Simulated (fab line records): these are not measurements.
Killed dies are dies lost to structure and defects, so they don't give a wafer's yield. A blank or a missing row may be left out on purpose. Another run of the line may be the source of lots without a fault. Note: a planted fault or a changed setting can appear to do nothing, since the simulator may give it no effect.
A lot that was struck, set against a sound lot || flow n5_finfet || 26 steps out of a route of 1938
Sound: these wafers, L581.2, L581.4, L581.6. Wafers L572.1, L572.2, L572.4 were the ones struck. The cause is given at the end.
Order at every step that has rows: each side's tool, ch and its chambers, its first start. Under that, the readings that differ: sound wafers || struck wafers || difference of the means || sigmas: that difference in standard deviations of wafers without a fault.
alike: words and numbers the same on both sides, and readings whose means are apart by under 2 such deviations; not compared: readings that were withheld, readings missing a value for some wafer, numbers with overlapping values and no deviation given by the record, and bounds like >300 which may hide the same value.
A row with sigmas, a row that says differs or no value, or rows on one side alone: a step with any of these is where the two part. Numbers that don't overlap but have no deviation are shown without sigmas and don't part them. A reading missing from all wafers of one side parts the sides only when that side holds two or more wafers.

first, 9 steps without rows for these wafers: N5_BEOL_M3_ILD_DEP_00 (deposits SiOC from DEMS/O2, target thk 79 nm, time 15.3 s); N5_BEOL_M3_PECVD_72 (deposits SiO2 from TEOS/O2, target thk 16 nm, time 18 s); N5_BEOL_M3_HM_DEP_02 (deposits TiN, target thk 20 nm); N5_BEOL_M3_COAT_61 (time 60 s, resist thk 60 nm); N5_BEOL_M3_COAT_62 (time 60 s, resist thk 12 nm); N5_BEOL_M3_COAT_73 (time 60 s, resist thk 5 nm); N5_BEOL_M3_COAT_05 (resist thk 30 nm); N5_BEOL_M3_EBR_07; N5_BEOL_M3_SOFTBAKE_06 (time 60 s).
N5_BEOL_M3_EXPOSE_08: exposes mask M3.
  sound on euv_scanner-01 ch 0, day 12 20:43; struck on euv_scanner-02 ch 0, day 10 10:57
{"reading": "exposure_dose_mJ_cm2", "sound": "32.99 32.95 32.95", "struck": "29.19 29.14 29.22", "difference": -3.78, "sigmas": -88}
  alike: mask
then, 2 steps without rows for these wafers: N5_BEOL_M3_PEB_09 (peb time 60 s); N5_BEOL_M3_DEVELOP_10 (develop time 30 s).
N5_BEOL_M3_CD_MEAS_11: the cd target is 17.05 nm.
  sound on cd_sem-03 ch 0, day 12 20:50; struck on cd_sem-03 ch 0, day 10 11:04
{"reading": "cd_nm (nm)", "sound": "16.89 16.95 16.90", "struck": "14.34 14.29 14.61", "difference": -2.50, "sigmas": -10}
then, 1 step without rows for these wafers: N5_BEOL_M3_DESCUM_16 (chemistry O2, time 7 s).
N5_BEOL_M3_ETCH_74: etches underlayer in N2/H2, target depth 6.5 nm, time 5.2 s.
  sound on rie_diel-04 ch 0,2,3, day 12 21:00; struck on rie_diel-04 ch 0,1,2, day 10 11:18
{"reading": "model.BEOL_M3.cd_offset_nm (nm)", "sound": "-0.4 -0.4 -0.4", "struck": "-2.6 -2.6 -2.8", "difference": -2.3, "sigmas": ""}
  alike: drypump_motor_current_A, etch_rf_on_time_s, h2_flow_sccm, oes_product_au, rf_vpp_V, showerhead_plenum_p_Torr, throttle_valve_pct
  not compared: rf_hours_counter_h
then, 5 steps without rows for these wafers: N5_BEOL_M3_ETCH_63 (etches SiARC in CF4, target depth 15.6 nm, time 26 s); N5_BEOL_M3_ETCH_64 (etches SOC in N2/H2, target depth 75 nm, overetch 15 nm, time 112.5 s); N5_BEOL_M3_STRIP_65 (strips in N2/H2); N5_BEOL_M3_STRIP_75 (strips in N2/H2); N5_BEOL_M3_STRIP_66 (strips in CF4).
N5_BEOL_M3_HM_OPEN_17: chemistry Cl2/BCl3, target TiN, target depth 20 nm, overetch 6 nm.
  sound on rie_metal-01 ch 0, day 12 21:13; struck on rie_metal-02 ch 0,1, day 10 11:31
{"reading": "drypump_motor_current_A (A)", "sound": "5.31 5.31 5.28", "struck": "5.88 5.66 5.88", "difference": "+0.51", "sigmas": "+3"}
{"reading": "model.BEOL_M3.cd_offset_nm (nm)", "sound": "-0.4 -0.4 -0.4", "struck": "-2.8 -2.6 -2.6", "difference": -2.3, "sigmas": ""}
  alike: oes_product_au, throttle_valve_pct
  not compared: rf_hours_counter_h
then, 1 step without rows for these wafers: N5_BEOL_M3_STRIP_19 (strips in O2).
N5_BEOL_M3_CD_MEAS_18: pitch 36 nm, target cd 18 nm.
  sound on cd_sem-02 at day 12 21:28; struck on cd_sem-02 at day 10 11:43
{"reading": "cd_nm (nm)", "sound": "18.0 17.2 17.4", "struck": "15.3 15.4 15.3", "difference": -2.2, "sigmas": -6}
then, 1 step without rows for these wafers: N5_BEOL_M3_COAT_67 (time 60 s, resist thk 60 nm).
N5_BEOL_M4_RC_MEAS_101:
  the record has rows for the sound wafers here (prober-01 ch 0, day 14 09:36) and none for the struck ones
-- record jumps: 5 days separate the struck wafers' starts on either side; left off in module BEOL_M4, taken up again in module PASSIVATION, whose first shown step is the route's number 1936 --
N5_PASSIVATION_PROBE_49:
  record: rows for the struck wafers here (prober-01, day 15 19:27), none for the sound ones

== WHERE THEY PART ==
First at N5_BEOL_M3_EXPOSE_08; last, within this record, at N5_PASSIVATION_PROBE_49.

WHY: what the simulator had put in
Process parameter drift: euv_scanner-02, from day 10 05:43 on, at N5_BEOL_M3_EXPOSE_08. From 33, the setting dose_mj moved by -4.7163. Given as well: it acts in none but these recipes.
